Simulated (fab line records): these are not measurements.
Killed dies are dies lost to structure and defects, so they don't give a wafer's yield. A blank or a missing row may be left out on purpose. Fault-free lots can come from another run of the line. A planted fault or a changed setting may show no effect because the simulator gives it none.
fab line records	flow n5-finfet
record lots=4	wafers=11	last-day=18
route steps=1938 shown FIN_SAQP@108 BEOL_M4@1111 PASSIVATION@1936
lots that met no fault: from a run of the same line without faults
start-h: hours from the record's opening day to when the first of the lot's shown wafers began	wait-h: how many hours have passed since the lot's step before this one	" unchanged from the row above	L1.1+2: a row that stands for several wafers	- no value, or no start given	* or withheld: withheld	< > ~ a bound
route shown NAME@n: names a module that has steps shown in the file, with the first one's number in the route	usual: mean/standard deviation of fault-free wafers	same: alike in all rows	chamber/n: place in a boat	sites: the reading at each site	_std_site: standard deviation across them	_edge_site: mean of outer sites minus mean of inner sites	radius-mm: how far each site lies from the wafer's centre	mask NAME#n: copy n	behind: tool/chamber where the wafer was last shaped	hold: the reason the lot was held/the length of the hold in hours/how it ended	device: whichever transistor did not switch (one of n, p or np)	end of line: tests run on the same wafers once the route is complete	for a step that has no rows: nothing shown but its recipe	killed: not the wafer's yield, but the dies lost to structure and defects at the first sort	map: per-die view of a wafer (x killed, . not killed, _ where there is no die)
set.NAME: the setting the step ran with; set.NAME@STEP: the setting that earlier step ran with	model.NAME: the simulator's own value behind a step, which no gauge read
lots seen at some steps along the route; tables by step, rows by wafer
services: the hour from which a tool's chamber was out of use, counted from the record's first day as start-h (under 0 if before that day), plus the number of hours and why
## steps
# step N5_FIN_SAQP_EXPOSE_13
# recipe mask-id=FIN_CORE	na=1.35	source-shape=dipole	sigma-inner=0.538	sigma-outer=0.738	polarization=te	target-cd-nm=35.6	dose-mj=63.25
# step N5_FIN_SAQP_PEB_14
# recipe peb-temp-c=withheld	peb-time-s=60	resist=CAR-ArF
# step N5_FIN_SAQP_DEVELOP_15
# recipe develop-time-s=30	developer=TMAH	resist=CAR-ArF	dev-temp-c=23	rinse-liquid=diw	dry=air-spin
# step N5_FIN_SAQP_DESCUM_21
# recipe chemistry=O2	time-s=7.9	source-power-w=50	bias-power-w=20	pressure-mtorr=20	rf-frequency-hz=2.712e+07	temp-c=40	resist=CAR-ArF	o2-flow-sccm=225
# step N5_FIN_SAQP_ETCH_51
# recipe chemistry=CF4	target=SiARC	target-depth-a=455	mask-material=CAR-ArF	time-s=75.8	ion-energy-ev=80	pressure-mtorr=40	source-w=545	bias-w=36	Ar_flow_sccm=100	cf4-flow-sccm=100	ends=cleared
# step N5_FIN_SAQP_ETCH_52
# recipe chemistry=N2/H2	target=SOC	target-depth-a=1000	overetch-a=200	mask-material=SiARC	temp-c=40	time-s=150	ion-energy-ev=200	pressure-mtorr=30	source-w=840	bias-w=150	n2-flow-sccm=200	h2-flow-sccm=200	ends=end-point
# step N5_FIN_SAQP_STRIP_53
# recipe chemistry=N2/H2	temp-c=40	n2-flow-sccm=200	h2-flow-sccm=200	rf-frequency-hz=6e+07
# step N5_FIN_SAQP_HM_OPEN_73
# recipe chemistry=CHF3/O2	target=SiO2	stop-on=a-Si	target-depth-a=120	over-etch-frac=1.8	mask-material=SOC	time-s=16.8	pressure-mtorr=30	source-w=650	bias-w=170	Ar_flow_sccm=200	CHF3_flow_sccm=50	O2_flow_sccm=5	ion-energy-ev=200	ends=end-point
# step N5_FIN_SAQP_STRIP_74
# recipe chemistry=CHF3/O2	resist=SiARC	rf-frequency-hz=6e+07
# step N5_FIN_SAQP_MANDREL_ETCH_22
# recipe target-depth-a=600	chemistry=HBr/Cl2	target=a-Si	stop-on=SiNx	bt-time-s=10	over-etch-frac=0.5	time-s=30	pressure-mtorr=10	icp-w=800	bias-w=75	HBr_flow_sccm=150	Cl2_flow_sccm=80	ends=end-point
# usual drypump-motor-current-A=5.4/0.38	oes-product-au=0.765/0.017	throttle-valve-pct=35.6/0.42
# same bt-time-s=10
lot.wafer	tool	chamber	start-h	wait-h	drypump-motor-current-A	oes-product-au	rf-hours-counter-h	throttle-valve-pct	model.SOC_of_FIN_SAQP_COAT_49.thk-nm	model.etch.depth-nm
L646.1	rie-si-02	1	27.90	0.0	5.3	0.763	122	35.6	76.78	58.89
L646.3	"	0	"	"	5.2	0.748	24	35.7	77.09	58.67
L646.4	"	2	"	"	5.2	0.762	1	36.0	76.49	59.63
L657.4	rie-si-02	1	95.19	0.0	5.3	0.698	123	35.7	86.37	50.25
L657.5	"	3	"	"	5.8	0.684	-	35.5	85.97	51.65
L657.6	"	2	"	"	5.2	0.696	-	36.1	86.59	51.14
L658.3	rie-si-02	3	99.87	0.0	5.8	0.681	154	35.5	86.42	51.56
L658.5	"	2	"	"	5.1	0.697	-	36.1	85.98	51.64
L658.6	"	1	"	"	5.3	0.698	-	35.8	86.47	51.02
L665.1	rie-si-03	2	142.23	0.0	4.9	0.777	0	35.6	77.75	59.45
L665.4	"	0	"	"	5.6	0.784	62	34.8	76.11	60.78
# step N5_FIN_SAQP_STRIP_55
# recipe chemistry=N2/H2	power-w=500	temp-c=40	pressure-mtorr=50	rf-frequency-hz=6e+07	overash-fraction=0.3	bias-power-w=28	h2-frac=0.5	n2-flow-sccm=300	h2-flow-sccm=300
# step N5_FIN_SAQP_STRIP_23
# recipe chemistry=SPM	time-s=750	temp-c=130	h2so4-h2o2-vol-ratio=4
# step N5_FIN_SAQP_SRD_66
# recipe dry=ipa-marangoni	time-s=30	temp-c=23	rinse-liquid=diw
# step N5_FIN_SAQP_RECESS_75
# recipe chemistry=HF/NH3	target=SiO2	target-depth-a=144	afs-cycles=3	temp-c=30	sublimation-temp-c=180	sublimation-time-s=60
# step N5_FIN_SAQP_SPACER1_ALD_24
# recipe material=SiO2	target-thk-a=203	temp-c=300	ald-precursor-family=BDEAS	ald-co-reactant=O2-plasma	pulse-time-s=1	purge-time-s=2	co-reactant-purge-time-s=2	ald-cycles=218	pressure-torr=2
# step N5_FIN_SAQP_SPACER1_ETCHBACK_25
# recipe chemistry=CHF3/O2	mode=anisotropic-etchback	target=SiO2	target-depth-a=244	time-s=12.2	pressure-mtorr=30	source-w=650	bias-w=170	Ar_flow_sccm=200	CHF3_flow_sccm=50	O2_flow_sccm=5	ion-energy-ev=200
# usual CHF3_flow_sccm=49.99/0.16	drypump-motor-current-A=5.6/0.54	oes_f_703_au=0.78/0.076	oes_o_777_au=0.78/0.075	oes-product-au=0.78/0.082	rf-vpp-V=517/13	showerhead-plenum-p-Torr=2.44/0.053	throttle-valve-pct=18.85/0.28
lot.wafer	tool	chamber	start-h	wait-h	CHF3_flow_sccm	drypump-motor-current-A	oes_f_703_au	oes_o_777_au	oes-product-au	rf-hours-counter-h	rf-vpp-V	showerhead-plenum-p-Torr	throttle-valve-pct
L646.1	rie-diel-06	2	29.46	0.4	50.08	5.5	0.71	0.71	0.70	213	531	2.46	18.93
L646.3	"	0	"	"	49.87	5.3	0.79	0.76	0.78	126	505	2.52	19.06
L646.4	"	3	"	"	49.78	4.8	0.68	0.68	0.69	240	532	2.38	18.68
L657.4	rie-diel-02	1	97.53	0.4	49.61	5.7	0.81	0.84	0.30	105	523	2.43	18.94
L657.5	"	3	"	"	50.24	5.3	0.74	0.73	0.26	-	501	2.47	19.07
L657.6	"	2	"	"	50.01	5.1	0.77	0.76	0.28	-	516	2.50	18.88
L658.3	rie-diel-05	0	101.48	0.4	49.82	6.3	0.82	0.80	0.31	92	504	2.34	18.71
L658.5	"	3	"	"	50.03	5.6	0.72	0.73	0.27	-	529	2.47	18.76
L658.6	"	0	"	"	49.95	6.3	0.82	0.80	0.31	-	505	2.34	18.68
L665.1	rie-diel-06	1	145.34	0.4	50.01	6.4	0.84	0.83	0.84	63	525	2.44	18.39
L665.4	"	1	"	"	50.03	6.5	0.84	0.84	0.85	-	524	2.44	18.41
# step N5_FIN_SAQP_MANDREL1_REMOVE_56
# recipe chemistry=HBr/Cl2/O2	bt-time-s=10	target=a-Si	stop-on=SiNx	endpoint=OES-SiCl	over-etch-frac=1	icp-w=600	bias-w=22	HBr_flow_sccm=150	Cl2_flow_sccm=80	O2_flow_sccm=5	pressure-mtorr=10
# step N5_FIN_SAQP_ETCH_57
# recipe chemistry=CH3F/O2	target=SiNx	mask-material=SiO2	target-depth-a=325	time-s=46.4	pressure-mtorr=30	source-w=395	bias-w=73	Ar_flow_sccm=150	CH3F_flow_sccm=30	O2_flow_sccm=20	ion-energy-ev=120	ends=cleared
# step N5_FIN_SAQP_ETCH_65
# recipe chemistry=CF4	target=SiO2	target-depth-a=40	ion-energy-ev=350	time-s=4.4	pressure-mtorr=10	icp-w=800	bias-w=400	cf4-flow-sccm=80
# step N5_FIN_SAQP_MANDREL_ETCH_58
# recipe chemistry=HBr/Cl2	target=a-Si	target-depth-a=450	bt-time-s=10	stop-on=SiNx	mask-material=SiO2	over-etch-frac=0.8	time-s=27	pressure-mtorr=10	icp-w=800	bias-w=75	HBr_flow_sccm=150	Cl2_flow_sccm=80	ends=end-point
# step N5_FIN_SAQP_RECESS_63
# recipe chemistry=HF/NH3	target=SiO2	target-depth-a=180	afs-cycles=3	temp-c=30	sublimation-temp-c=180	sublimation-time-s=60
# step N5_FIN_SAQP_COAT_68
# recipe resist=SOC	temp-c=250	time-s=60	spin-rpm=1500	resist-thk-nm=100
# step N5_FIN_SAQP_ETCH_69
# recipe chemistry=N2/H2	target=SOC	target-depth-a=1500	stop-on=SiNx	ion-energy-ev=100	bias-w=61	pressure-mtorr=30	source-w=850	n2-flow-sccm=200	h2-flow-sccm=200
# step N5_FIN_SAQP_ETCH_67
# recipe chemistry=CH3F/O2	target=SiNx	target-depth-a=300	mask-material=SOC	pressure-mtorr=30	source-w=395	bias-w=73	Ar_flow_sccm=150	CH3F_flow_sccm=30	O2_flow_sccm=20	ion-energy-ev=120
# step N5_FIN_SAQP_STRIP_70
# recipe chemistry=N2/H2	power-w=500	temp-c=40	pressure-mtorr=50	rf-frequency-hz=6e+07	overash-fraction=0.3	bias-power-w=28	h2-frac=0.5	n2-flow-sccm=300	h2-flow-sccm=300
# step N5_FIN_SAQP_RECESS_71
# recipe chemistry=HF/NH3	target=SiO2	target-depth-a=30	afs-cycles=1	temp-c=30	sublimation-temp-c=180	sublimation-time-s=60
# step N5_FIN_SAQP_SPACER2_ALD_28
# recipe material=SiO2	target-thk-a=81	temp-c=300	ald-precursor-family=BDEAS	ald-co-reactant=O2-plasma	pulse-time-s=1	purge-time-s=2	co-reactant-purge-time-s=2	pressure-torr=2
# step N5_FIN_SAQP_SPACER2_ETCHBACK_29
# recipe chemistry=CHF3/O2	mode=anisotropic-etchback	target=SiO2	target-depth-a=122	time-s=6.1	pressure-mtorr=30	source-w=650	bias-w=170	Ar_flow_sccm=200	CHF3_flow_sccm=50	O2_flow_sccm=5	ion-energy-ev=200
# step N5_FIN_SAQP_MANDREL2_REMOVE_60
# recipe chemistry=HBr/Cl2/O2	bt-time-s=10	target=a-Si	stop-on=SiNx	endpoint=OES-SiCl	over-etch-frac=1	icp-w=600	bias-w=22	HBr_flow_sccm=150	Cl2_flow_sccm=80	O2_flow_sccm=5	pressure-mtorr=10
# step N5_FIN_SAQP_HM_OPEN_33
# recipe chemistry=CH3F/O2	target=SiNx	mask-material=SiO2	target-depth-a=494	time-s=70.6	pressure-mtorr=30	source-w=395	bias-w=73	Ar_flow_sccm=150	CH3F_flow_sccm=30	O2_flow_sccm=20	ion-energy-ev=120	ends=cleared
# step N5_FIN_SAQP_ETCH_34
# recipe chemistry=C4F6/O2	target=SiO2	target-depth-a=450	time-s=15	ion-energy-ev=250	pressure-mtorr=30	source-w=345	bias-w=185	Ar_flow_sccm=300	C4F6_flow_sccm=10	O2_flow_sccm=10	ends=cleared
# step N5_FIN_SAQP_STRIP_77
# recipe chemistry=N2/H2	time-s=90	power-w=100	temp-c=40	pressure-mtorr=100	rf-frequency-hz=6e+07	bias-power-w=3	n2-flow-sccm=300	h2-flow-sccm=300
# step N5_FIN_SAQP_ETCH_64
# recipe chemistry=CF4	target=SiO2	target-depth-a=15	ion-energy-ev=350	pressure-mtorr=10	icp-w=800	bias-w=400	cf4-flow-sccm=80
# step N5_FIN_SAQP_FIN_ETCH_36
# recipe chemistry=HBr/Cl2/O2	target-depth-a=1200	mask-material=SiNx	time-s=50.4	bias-w=102	pressure-mtorr=10	icp-w=800	HBr_flow_sccm=150	Cl2_flow_sccm=80	O2_flow_sccm=12
# step N5_FIN_SAQP_PRECLEAN_38
# recipe chemistry=O3/DIW	time-s=45	temp-c=22	o3-ppm=10
# step N5_FIN_SAQP_INSPECT_40
# recipe inspect-instrument=brightfield	mode=aei
# usual raw-defect-count=241/82
lot.wafer	tool	chamber	start-h	wait-h	raw-defect-count
L646.1	defect-inspect-02	-	31.93	0.0	244
L646.3	"	-	"	"	185
L646.4	"	-	"	"	242
L657.4	defect-inspect-02	-	100.59	0.0	1866
L657.5	"	-	"	"	1867
L657.6	"	-	"	"	1894
L658.3	defect-inspect-01	-	104.19	0.0	1758
L658.5	"	-	"	"	1728
L658.6	"	-	"	"	1812
L665.1	defect-inspect-02	-	147.77	0.0	194
L665.4	"	-	"	"	140
# step N5_BEOL_M4_RC_MEAS_101
# usual DIBL_N=36.5/2.2	DIBL_P=36.9/2.9	IOFF_N=0.17/0.044	IOFF_P=0.22/0.052	ION_N=671/16	ION_P=461/10	SS_N=71.6/0.73	SS_P=73.5/0.79	VT_N=250/4.1	VT_P=-250/4.1
lot.wafer	tool	chamber	start-h	wait-h	DIBL_N[mV/V]	DIBL_P[mV/V]	IOFF_N[nA/um]	IOFF_P[nA/um]	ION_N[uA/um]	ION_P[uA/um]	SS_N[mV/dec]	SS_P[mV/dec]	VT_N[mV]	VT_P[mV]
L646.1	prober-02	0	196.37	0.0	34.3	33.6	0.11	0.16	662	454	71.5	72.3	253	-252
L646.3	"	0	"	"	39.4	41.3	0.24	0.30	691	467	72.9	73.6	245	-245
L646.4	"	0	"	"	34.4	34.4	0.12	0.19	660	456	70.8	73.4	253	-251
L665.1	prober-02	0	315.57	0.0	37.2	37.1	0.19	0.28	680	470	71.5	74.5	248	-243
L665.4	"	0	"	"	37.0	37.2	0.19	0.28	690	481	71.4	74.3	248	-241
# step N5_PASSIVATION_PROBE_49
# usual defect-limited-yield=91.3/1.4	killed_at_M0_to_M3=36/10	killed_at_M4_up=13/5.4	killed-at-contacts=12/5.3	killed-at-front-end=39/10	killed-at-other=3.2/2.7	killed-dies=103/16	killed-on-rim=13/4	killed-open=68/13	killed-short=33/6.6	sort_bin_5_function=5.1/0.92	sort_bin_6_memory=3.3/0.68	sort-n-pass=1077/17	sort-yield-pct=91.2/1.4
# same gross-dies=1180	killed-at-back-side=0	sort_bin_4_leakage[%]=0	sort_bin_8_speed[%]=0
lot.wafer	tool	chamber	start-h	wait-h	defect-limited-yield[%]	killed_at_M0_to_M3	killed_at_M4_up	killed-at-contacts	killed-at-front-end	killed-at-other	killed-dies	killed-on-rim	killed-open	killed-short	sort_bin_5_function[%]	sort_bin_6_memory[%]	sort-n-pass	sort-yield-pct[%]
L646.1	prober-02	-	307.74	0.0	92.1	26	22	11	28	6	93	12	67	26	4.5	3.2	1087	92.1
L646.3	prober-02	-	307.84	0.1	91.9	23	9	14	45	5	96	10	63	32	4.4	3.6	1084	91.9
L646.4	prober-02	-	307.89	0.2	90.4	32	22	11	45	3	113	13	81	32	5.5	3.6	1067	90.4
L657.4	prober-01	-	365.76	0.3	0	28	21	6	1117	8	1180	152	76	21	97.0	2.8	0	0
L657.5	prober-01	-	365.81	0.4	0	53	20	21	1084	2	1180	152	74	45	95.6	4.1	0	0
L657.6	prober-01	-	365.86	0.4	0	37	18	8	1113	4	1180	152	75	31	95.5	4.3	0	0
L658.3	prober-01	-	390.31	0.1	0	34	14	9	1116	7	1180	152	74	35	96.9	3.0	0	0
L658.5	prober-01	-	390.41	0.2	0	42	12	11	1111	4	1180	152	73	27	96.6	3.1	0	0
L658.6	prober-01	-	390.46	0.3	0	27	15	14	1122	2	1180	152	60	33	96.7	3.1	0	0
L665.1	prober-01	-	429.92	0.0	91.8	33	16	9	34	5	97	14	63	32	4.6	3.3	1083	91.8
L665.4	prober-01	-	430.07	0.2	89.7	39	22	12	46	2	121	23	80	36	6.4	3.4	1059	89.7
# killed by level:class
L646.1 BEOL_M4:geometric-particle:open=11 MOL_CONTACT_COAG:geometric-particle:open=9 BEOL_M0_SAQP:geometric-particle:open=8 DUMMY_GATE:geometric-particle:open=6 PASS1_CAP:geometric-particle:short=4 BEOL_M2:geometric-particle:open=4 BEOL_M3:geometric-particle:open=4 STARTING-WAFER:geometric-particle:open=4
L646.3 MOL_CONTACT_COAG:geometric-particle:open=12 STI_FIN_REVEAL:geometric-particle:open=11 FIN_SAQP:geometric-particle:short=7 BEOL_M0_SAQP:geometric-particle:short=6 BEOL_M0_SAQP:geometric-particle:open=6 BEOL_M1:geometric-particle:open=6 ILD0:geometric-particle:open=5 GATE_CUT:geometric-particle:open=4
L646.4 STI_FIN_REVEAL:geometric-particle:open=11 BEOL_M0_SAQP:geometric-particle:short=10 DUMMY_GATE:geometric-particle:open=9 MOL_CONTACT_COAG:geometric-particle:open=9 BEOL_M4:geometric-particle:open=9 FIN_SAQP:geometric-particle:open=6 BEOL_M1:geometric-particle:open=6 BEOL_M0_SAQP:geometric-particle:open=6
L657.4 FIN_SAQP:area-etch=1083 BEOL_M4:geometric-particle:open=14 BEOL_M0_SAQP:geometric-particle:open=10 FIN_SAQP:geometric-particle:open=8 STI_FIN_REVEAL:geometric-particle:open=6 BEOL_M2:geometric-particle:open=5 BEOL_M3:geometric-particle:open=5 DUMMY_GATE:geometric-particle:open=4
L657.5 FIN_SAQP:area-etch=1058 BEOL_M0_SAQP:geometric-particle:short=15 MOL_CONTACT_COAG:geometric-particle:open=12 FIN_SAQP:geometric-particle:open=11 BEOL_M0_SAQP:geometric-particle:open=11 BEOL_M3:geometric-particle:open=10 MOL_CONTACT_COAG:geometric-particle:short=9 BEOL_M2:geometric-particle:open=8
L657.6 FIN_SAQP:area-etch=1072 FIN_SAQP:geometric-particle:open=18 BEOL_M0_SAQP:geometric-particle:open=11 BEOL_M0_SAQP:geometric-particle:short=8 BEOL_M4:geometric-particle:open=8 MOL_CONTACT_COAG:geometric-particle:open=7 FIN_SAQP:geometric-particle:short=5 BEOL_M3:geometric-particle:open=5
L658.3 FIN_SAQP:area-etch=1071 DUMMY_GATE:geometric-particle:open=12 BEOL_M3:geometric-particle:open=11 BEOL_M4:geometric-particle:open=8 BEOL_M0_SAQP:geometric-particle:open=7 FIN_SAQP:geometric-particle:short=5 STI_FIN_REVEAL:geometric-particle:open=5 MOL_CONTACT_COAG:geometric-particle:open=5
L658.5 FIN_SAQP:area-etch=1079 BEOL_M0:geometric-particle:open=12 MOL_CONTACT_COAG:geometric-particle:open=8 BEOL_M2:geometric-particle:open=8 BEOL_M4:geometric-particle:open=6 GATE_CUT:geometric-particle:open=5 BEOL_M0_SAQP:geometric-particle:open=5 ILD0:geometric-particle:open=4
L658.6 FIN_SAQP:area-etch=1086 MOL_CONTACT_COAG:geometric-particle:open=11 FIN_SAQP:geometric-particle:short=10 STI_FIN_REVEAL:geometric-particle:open=6 BEOL_M0_SAQP:geometric-particle:short=6 BEOL_M0_SAQP:geometric-particle:open=5 FIN_SAQP:geometric-particle:open=4 ILD0:geometric-particle:open=4
L665.1 BEOL_M2:geometric-particle:open=10 BEOL_M4:geometric-particle:open=10 MOL_CONTACT_COAG:geometric-particle:open=8 BEOL_M0_SAQP:geometric-particle:short=8 FIN_SAQP:geometric-particle:open=7 FIN_SAQP:geometric-particle:short=6 STI_FIN_REVEAL:geometric-particle:open=6 STARTING-WAFER:geometric-particle:short=6
L665.4 BEOL_M4:geometric-particle:open=14 BEOL_M0_SAQP:geometric-particle:open=11 MOL_CONTACT_COAG:geometric-particle:open=10 BEOL_M0_SAQP:geometric-particle:short=8 STI_FIN_REVEAL:geometric-particle:open=7 BEOL_M1:geometric-particle:open=7 GATE_CUT:geometric-particle:short=5 FIN_SAQP:geometric-particle:open=4
# map L657.4 (x killed, . not)
_________________xxxxxxxxxxxx________________
______________xxxxxxxxxxxxxxxxxx_____________
___________xxxxxxxxxxxxxxxxxxxxxxxx__________
__________xxxxxxxxxxxxxxxxxxxxxxxxxx_________
________xxxxxxxxxxxxxxxxxxxxxxxxxxxxxx_______
_______xxxxxxxxxxxxxxxxxxxxxxxxxxxxxxxx______
______xxxxxxxxxxxxxxxxxxxxxxxxxxxxxxxxxx_____
_____xxxxxxxxxxxxxxxxxxxxxxxxxxxxxxxxxxxx____
____xxxxxxxxxxxxxxxxxxxxxxxxxxxxxxxxxxxxxx___
___xxxxxxxxxxxxxxxxxxxxxxxxxxxxxxxxxxxxxxxx__
___xxxxxxxxxxxxxxxxxxxxxxxxxxxxxxxxxxxxxxxx__
__xxxxxxxxxxxxxxxxxxxxxxxxxxxxxxxxxxxxxxxxxx_
__xxxxxxxxxxxxxxxxxxxxxxxxxxxxxxxxxxxxxxxxxx_
_xxxxxxxxxxxxxxxxxxxxxxxxxxxxxxxxxxxxxxxxxxxx
_xxxxxxxxxxxxxxxxxxxxxxxxxxxxxxxxxxxxxxxxxxxx
_xxxxxxxxxxxxxxxxxxxxxxxxxxxxxxxxxxxxxxxxxxxx
_xxxxxxxxxxxxxxxxxxxxxxxxxxxxxxxxxxxxxxxxxxxx
_xxxxxxxxxxxxxxxxxxxxxxxxxxxxxxxxxxxxxxxxxxxx
_xxxxxxxxxxxxxxxxxxxxxxxxxxxxxxxxxxxxxxxxxxxx
_xxxxxxxxxxxxxxxxxxxxxxxxxxxxxxxxxxxxxxxxxxxx
_xxxxxxxxxxxxxxxxxxxxxxxxxxxxxxxxxxxxxxxxxxxx
__xxxxxxxxxxxxxxxxxxxxxxxxxxxxxxxxxxxxxxxxxx_
__xxxxxxxxxxxxxxxxxxxxxxxxxxxxxxxxxxxxxxxxxx_
___xxxxxxxxxxxxxxxxxxxxxxxxxxxxxxxxxxxxxxxx__
___xxxxxxxxxxxxxxxxxxxxxxxxxxxxxxxxxxxxxxxx__
____xxxxxxxxxxxxxxxxxxxxxxxxxxxxxxxxxxxxxx___
_____xxxxxxxxxxxxxxxxxxxxxxxxxxxxxxxxxxxx____
______xxxxxxxxxxxxxxxxxxxxxxxxxxxxxxxxxx_____
_______xxxxxxxxxxxxxxxxxxxxxxxxxxxxxxxx______
________xxxxxxxxxxxxxxxxxxxxxxxxxxxxxx_______
__________xxxxxxxxxxxxxxxxxxxxxxxxxx_________
___________xxxxxxxxxxxxxxxxxxxxxxxx__________
______________xxxxxxxxxxxxxxxxxx_____________
_________________xxxxxxxxxxxx________________
# map L658.3 (x killed, . not)
_________________xxxxxxxxxxxx________________
______________xxxxxxxxxxxxxxxxxx_____________
___________xxxxxxxxxxxxxxxxxxxxxxxx__________
__________xxxxxxxxxxxxxxxxxxxxxxxxxx_________
________xxxxxxxxxxxxxxxxxxxxxxxxxxxxxx_______
_______xxxxxxxxxxxxxxxxxxxxxxxxxxxxxxxx______
______xxxxxxxxxxxxxxxxxxxxxxxxxxxxxxxxxx_____
_____xxxxxxxxxxxxxxxxxxxxxxxxxxxxxxxxxxxx____
____xxxxxxxxxxxxxxxxxxxxxxxxxxxxxxxxxxxxxx___
___xxxxxxxxxxxxxxxxxxxxxxxxxxxxxxxxxxxxxxxx__
___xxxxxxxxxxxxxxxxxxxxxxxxxxxxxxxxxxxxxxxx__
__xxxxxxxxxxxxxxxxxxxxxxxxxxxxxxxxxxxxxxxxxx_
__xxxxxxxxxxxxxxxxxxxxxxxxxxxxxxxxxxxxxxxxxx_
_xxxxxxxxxxxxxxxxxxxxxxxxxxxxxxxxxxxxxxxxxxxx
_xxxxxxxxxxxxxxxxxxxxxxxxxxxxxxxxxxxxxxxxxxxx
_xxxxxxxxxxxxxxxxxxxxxxxxxxxxxxxxxxxxxxxxxxxx
_xxxxxxxxxxxxxxxxxxxxxxxxxxxxxxxxxxxxxxxxxxxx
_xxxxxxxxxxxxxxxxxxxxxxxxxxxxxxxxxxxxxxxxxxxx
_xxxxxxxxxxxxxxxxxxxxxxxxxxxxxxxxxxxxxxxxxxxx
_xxxxxxxxxxxxxxxxxxxxxxxxxxxxxxxxxxxxxxxxxxxx
_xxxxxxxxxxxxxxxxxxxxxxxxxxxxxxxxxxxxxxxxxxxx
__xxxxxxxxxxxxxxxxxxxxxxxxxxxxxxxxxxxxxxxxxx_
__xxxxxxxxxxxxxxxxxxxxxxxxxxxxxxxxxxxxxxxxxx_
___xxxxxxxxxxxxxxxxxxxxxxxxxxxxxxxxxxxxxxxx__
___xxxxxxxxxxxxxxxxxxxxxxxxxxxxxxxxxxxxxxxx__
____xxxxxxxxxxxxxxxxxxxxxxxxxxxxxxxxxxxxxx___
_____xxxxxxxxxxxxxxxxxxxxxxxxxxxxxxxxxxxx____
______xxxxxxxxxxxxxxxxxxxxxxxxxxxxxxxxxx_____
_______xxxxxxxxxxxxxxxxxxxxxxxxxxxxxxxx______
________xxxxxxxxxxxxxxxxxxxxxxxxxxxxxx_______
__________xxxxxxxxxxxxxxxxxxxxxxxxxx_________
___________xxxxxxxxxxxxxxxxxxxxxxxx__________
______________xxxxxxxxxxxxxxxxxx_____________
_________________xxxxxxxxxxxx________________
## services
tool	chamber	start-h	hours	kind
rie-si-02	1	4.82	7.5	repair
rie-diel-05	-	5.20	0.2	repair
rie-diel-02	3	24.79	6.3	repair
rie-diel-05	3	39.99	7.1	repair
rie-diel-02	3	42.32	4.4	repair
rie-diel-06	-	46.53	2.8	pm
rie-diel-06	3	61.57	-	clean
rie-diel-06	3	61.57	-	consumable-replace:focus-ring
rie-diel-06	3	61.57	14.3	scheduled-down
rie-diel-06	3	61.57	14.3	vent-cycle
rie-diel-06	3	89.22	5.0	repair
rie-si-03	2	105.92	3.8	repair
rie-diel-05	1	121.32	1.8	repair
rie-si-03	2	123.05	-	clean
rie-si-03	2	123.05	16.0	scheduled-down
rie-si-03	2	123.05	16.0	vent-cycle
rie-diel-06	2	144.60	-	clean
rie-diel-06	2	144.60	-	consumable-replace:focus-ring
rie-diel-06	2	144.60	14.3	scheduled-down
rie-diel-06	2	144.60	14.3	vent-cycle
## key
first-sign step=N5_FIN_SAQP_MANDREL_ETCH_22	reading=oes-product-au	direction=down	sigmas=4.4	usual=0.765	struck=0.692
effect step=N5_FIN_SAQP_SPACER1_ETCHBACK_25	reading=oes-product-au	direction=down	sigmas=6	usual=0.78	struck=0.29
effect step=N5_FIN_SAQP_INSPECT_40	reading=raw-defect-count	direction=up	sigmas=19	usual=241	struck=1821
effect step=N5_PASSIVATION_PROBE_49	reading=killed-at-front-end	direction=up	sigmas=99+	usual=39	struck=1110
model-effect step=N5_FIN_SAQP_MANDREL_ETCH_22	value=SOC_of_FIN_SAQP_COAT_49.thk-nm	without=76.19	struck=86.3
more-kills-born-at N5_FIN_SAQP_MANDREL_ETCH_22@rie-si-02=6449
met-at N5_FIN_SAQP_MANDREL_ETCH_22
struck-wafers L657.4,L657.5,L657.6,L658.3,L658.5,L658.6
later-rows-left-out L657.4,L657.5,L657.6,L658.3,L658.5,L658.6
onset-between 27.90 95.19
fault kind=process-parameter-drift	tool=rie-si-02	chamber=-	onset-h=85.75	steps=N5_FIN_SAQP_MANDREL_ETCH_22	channel=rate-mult	offset=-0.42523	shape=step	end-h=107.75
# later-rows-left-out: the simulator's readings of these wafers behind a module that went badly wrong aren't trusted and aren't shown, but for the sort
